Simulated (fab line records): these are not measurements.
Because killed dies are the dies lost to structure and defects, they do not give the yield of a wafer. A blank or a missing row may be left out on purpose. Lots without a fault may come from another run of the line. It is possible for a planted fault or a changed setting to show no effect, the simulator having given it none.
Matching of chambers ; flow n5-finfet ; 4 sister chambers for N5_ZERO_LAYER_ETCH_17 on rie-diel-04
The step etches SiO2 in CF4, target depth 12 nm, time 13.3 s. 4 wafers are shown with their chamber, then 9 later ones without.

== WAFERS PAIRED WITH THEIR CHAMBERS ==
wafer;chamber;drypump-motor-current-A (A)
L088.2;3;5.5
L090.1;0;6.3
L090.2;2;5.6
L090.6;1;5.6

== WAFERS MISSING THEIR CHAMBER ==
wafer;drypump-motor-current-A (A)
L093.1;5.6
L093.3;5.5
L093.4;5.4
L094.1;6.3
L094.5;6.2
L094.6;5.5
L096.1;5.6
L096.2;5.7
L096.3;5.4

== WHICH CHAMBER EACH ONE RAN IN ==
wafer;from the rows above;in truth
L093.1;can't be placed: 1 or 2 or 3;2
L093.3;can't be placed: 3 or 1 or 2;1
L093.4;can't be placed: 3 or 1 or 2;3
L094.1;0;0
L094.5;0;0
L094.6;can't be placed: 3 or 1 or 2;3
L096.1;can't be placed: 1 or 2 or 3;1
L096.2;can't be placed: 1 or 2 or 3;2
L096.3;can't be placed: 3 or 1 or 2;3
Placed correctly: 2 of 9. Not placeable from these rows: 7 (in 7, the candidates include the true chamber). Wrongly placed: 0.
How it was worked out, from the rows above alone: a wafer's distance from a chamber is the root of the sum, over the readings, of the square of ((its reading less the chamber's mean) divided by the reading's scatter). If the next closest chamber is less than 2 further off than the closest, the wafer can't be placed; otherwise it belongs to the closest. Each chamber's mean is taken over the wafers shown for it. The scatter: root of mean squared gap, hidden wafer to nearest shown wafer, with one shown wafer a chamber.
